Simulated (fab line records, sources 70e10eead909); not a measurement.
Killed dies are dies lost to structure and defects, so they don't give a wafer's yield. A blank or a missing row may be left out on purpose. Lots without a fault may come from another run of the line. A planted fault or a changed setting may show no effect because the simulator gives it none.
Which tool did it? | flow nand_harc | 6 lots, 18 wafers sampled, at 2 steps of a route of 1302

WHAT THE GAUGES READ, wafer by wafer
NHARC_P_ZERO_WELL_CD_MEAS_11: target cd 500 nm.
lot  | measured     | on        | cd_nm (nm)
L146 | day 3 13:07  | cd_sem-01 | 501.4 500.6 501.9
L152 | day 6 01:07  | cd_sem-02 | 494.5 495.1 493.7 494.4 495.2 493.4
L154 | day 6 21:16  | cd_sem-01 | 497.2 498.0 496.1
L160 | day 9 09:14  | cd_sem-03 | 499.9 502.9 498.0
L162 | day 10 05:16 | cd_sem-02 | 500.2 498.8 498.6
L164 | day 11 01:16 | cd_sem-03 | 499.6 498.6 499.8

WHICH TOOL RAN EACH LOT (tool, then ch and the chambers of the sampled wafers, then the start)
lot  | NHARC_P_ZERO_WELL_SOFTBAKE_06
L146 | litho_track-05 ch 0, day 3 12:00
L152 | litho_track-05 ch 0, day 6 00:00
L154 | litho_track-02 ch 0, day 6 20:00
L160 | litho_track-05 ch 0, day 9 08:00
L162 | litho_track-05 ch 0, day 10 04:00
L164 | litho_track-03 ch 0, day 11 00:00
- NHARC_P_ZERO_WELL_SOFTBAKE_06: time 70 s.

THE ANSWER, worked out from the rows above alone
Rule: what is usual is taken from the lots themselves. Put in order of their means at a reading, lots are off if they are a third of the lots or fewer, leave a main group of 4 or more, and stand apart from it by a gap of 3 or more times the standard deviation of the main group's means; of several such gaps the widest counts. A main group whose means are all the same, to the digits that the tables above print for the reading, isn't used. A lot without any number at a reading at which 4 lots or more have one is off too. The other lots that the step has rows for count as sound.
No lot is off at any reading shown: from this, nothing can be told.

WHAT THE SIMULATOR HAD PUT IN
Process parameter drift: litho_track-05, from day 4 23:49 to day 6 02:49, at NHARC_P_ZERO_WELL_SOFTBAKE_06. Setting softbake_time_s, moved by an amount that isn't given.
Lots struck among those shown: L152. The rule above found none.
